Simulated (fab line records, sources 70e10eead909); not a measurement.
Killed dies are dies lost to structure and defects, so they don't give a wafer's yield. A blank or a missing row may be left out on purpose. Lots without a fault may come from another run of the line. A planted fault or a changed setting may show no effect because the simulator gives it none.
A struck lot beside a sound one | flow nand_harc | 38 steps out of a route of 1159
Sound: wafers L772.4, L772.5, L772.6. Struck: wafer L783.2. (L783.5, L783.6 of the same lot were not struck and are left out.) The cause comes at the end.
At each step with rows: each side's tool, then ch and its chambers, then its first start. Under that, the readings that differ: sound wafers | struck wafers | difference of the means | sigmas: that difference in standard deviations of wafers without a fault.
alike: readings whose means differ by less than 2 such deviations, and words and numbers that are the same on both sides. not compared: withheld readings, readings that some wafer has no value for, bounds like >300 that may hide the same value, and numbers for which the record gives no deviation and whose values overlap.
The two part at a step that has a row with sigmas, a row that says differs or no value, or rows on one side only. Numbers that don't overlap but have no deviation are shown without sigmas and don't part them. A reading that every wafer of one side lacks parts them only if that side has two wafers or more.

NHARC_A_CHANNEL_HOLE_D1_CD_MEAS_30:
  sound on cd_sem-01, day 8 23:02; struck on cd_sem-01, day 11 18:20
  alike: cd_nm
then, 1 step without rows for these wafers: NHARC_A_CHANNEL_HOLE_D1_XSEM_31.
NHARC_A_CHANNEL_HOLE_D1_INSPECT_40:
  sound on defect_inspect-01, day 8 23:13; struck on defect_inspect-01, day 11 18:31
  alike: raw_defect_count
then, 2 steps without rows for these wafers: NHARC_A_CHANNEL_FILL_D1_PRECLEAN_00 (cleans in SC1); NHARC_A_CHANNEL_FILL_D1_SRD_01.
NHARC_A_CHANNEL_FILL_D1_ALD_02: deposits SiO2, target thk 6 nm, pulse time 10 s, ald cycles 60.
  sound on ald_hk-02 ch 0,1, day 8 23:29; struck on ald_hk-02 ch 1, day 11 18:50
  alike: heater_power_w, precursor_pulse_height_rel
then, 1 step without rows for these wafers: NHARC_A_CHANNEL_FILL_D1_ALD_03 (deposits SiNx, target thk 6 nm, pulse time 60 s, ald cycles 58).
NHARC_A_CHANNEL_FILL_D1_ALD_14: deposits SiO2, target thk 2.5 nm, pulse time 10 s, ald cycles 25.
  sound on ald_hk-01 ch 0,1, day 9 06:25; struck on ald_hk-02 ch 0, day 12 01:39
  alike: heater_power_w, precursor_pulse_height_rel
then, 4 steps without rows for these wafers: NHARC_A_CHANNEL_FILL_D1_ALD_15 (deposits SiNx, target thk 2 nm, pulse time 60 s, ald cycles 19); NHARC_A_CHANNEL_FILL_D1_ALD_16 (deposits SiO2, target thk 1.5 nm, pulse time 10 s, ald cycles 15); NHARC_A_CHANNEL_FILL_D1_ANNEAL_17 (time 1800 s); NHARC_A_CHANNEL_FILL_D1_CVD_18 (deposits poly-Si, target thk 3 nm).
NHARC_A_CHANNEL_FILL_D1_ETCHBACK_19: etches the open film in HBr/Cl2, target depth 5 nm, time 1.7 s.
  sound on rie_si-03 ch 0,3, day 9 23:23; struck on rie_si-02 ch 1, day 12 18:38
  alike: drypump_motor_current_A, oes_product_au, throttle_valve_pct
  not compared: rf_hours_counter_h
then, 1 step without rows for these wafers: NHARC_A_CHANNEL_FILL_D1_ETCHBACK_20 (etches the open film in C4F8/O2/Ar, target depth 27 nm, time 13.5 s).
NHARC_A_CHANNEL_FILL_D1_STRIP_28: strips in O2, time 20 s.
  sound on rie_diel-12 ch 0,2,3, day 9 23:37; struck on rie_diel-03 ch 3, day 12 18:51
  alike: drypump_motor_current_A, oes_product_au, rf_vpp_V, showerhead_plenum_p_Torr, throttle_valve_pct
  not compared: rf_hours_counter_h
then, 6 steps without rows for these wafers: NHARC_A_CHANNEL_FILL_D1_PRECLEAN_21 (cleans in dHF, time 30 s); NHARC_A_CHANNEL_FILL_D1_SRD_23; NHARC_A_CHANNEL_FILL_D1_CVD_05 (deposits poly-Si, target thk 5 nm); NHARC_A_CHANNEL_FILL_D1_ANNEAL_22 (time 7200 s); NHARC_A_CHANNEL_FILL_D1_ALD_25 (deposits SiOx, target thk 60 nm, pulse time 10 s, ald cycles 600); NHARC_A_CHANNEL_FILL_D1_ETCHBACK_08 (etches the open film in C4F8, target depth 220 nm, time 110 s).
NHARC_A_CHANNEL_FILL_D1_STRIP_29: strips in O2, time 20 s.
  sound on rie_diel-06 ch 1,2,3; struck on rie_diel-12 ch 3
  alike: drypump_motor_current_A, oes_product_au, rf_vpp_V, showerhead_plenum_p_Torr, throttle_valve_pct
  not compared: rf_hours_counter_h
then, 5 steps without rows for these wafers: NHARC_A_CHANNEL_FILL_D1_PRECLEAN_30 (cleans in dHF, time 30 s); NHARC_A_CHANNEL_FILL_D1_SRD_31; NHARC_A_CHANNEL_FILL_D1_CVD_09 (deposits poly-Si, target thk 150 nm, time 3000 s); NHARC_A_CHANNEL_FILL_D1_CMP_10 (polishes, target thk 150 nm); NHARC_A_CHANNEL_FILL_D1_SRD_12.
NHARC_A_CHANNEL_FILL_D1_RTA_24: time 5 s.
  sound on rtp_anneal-02 ch 0, day 11 00:05; struck on rtp_anneal-01 ch 0, day 13 19:44
  alike: lamp_power_pct, wafer_temp_C_max
then, 9 steps without rows for these wafers: NHARC_A_STAIRCASE_DEP_156 (deposits SiNx, target thk 50 nm); NHARC_A_STAIRCASE_DEHYDRATE_158 (time 120 s); NHARC_A_STAIRCASE_HMDS_159 (time 30 s); NHARC_A_STAIRCASE_COAT_160; NHARC_A_STAIRCASE_SOFTBAKE_161 (time 170 s); NHARC_A_STAIRCASE_EBR_162; NHARC_A_STAIRCASE_EXPOSE_163 (exposes mask STAIR OPEN); NHARC_A_STAIRCASE_PEB_164 (peb time 130 s); NHARC_A_STAIRCASE_DEVELOP_165 (time 140 s).
-- the record jumps here: 9 days lie between the struck wafers' starts before and after (it left off in module A_STAIRCASE and takes up again in module END, whose first step shown is number 1159 of the route) --
NHARC_END_SORT_01:
  sound on prober-02 ch 0, day 19 05:59; struck on prober-02 ch 0, day 22 09:04
  reading         | sound    | struck | difference | sigmas
  killed_at_array | 17 13 10 | 148    | +135       | +15
  killed_dies     | 28 16 16 | 154    | +134       | +14
  killed_open     | 6 3 3    | 0      | -4         | -2
  alike: killed_at_other, killed_at_periphery, killed_short

WHERE THEY PART
Only at NHARC_END_SORT_01, within this record.

WHY: what the simulator had put in
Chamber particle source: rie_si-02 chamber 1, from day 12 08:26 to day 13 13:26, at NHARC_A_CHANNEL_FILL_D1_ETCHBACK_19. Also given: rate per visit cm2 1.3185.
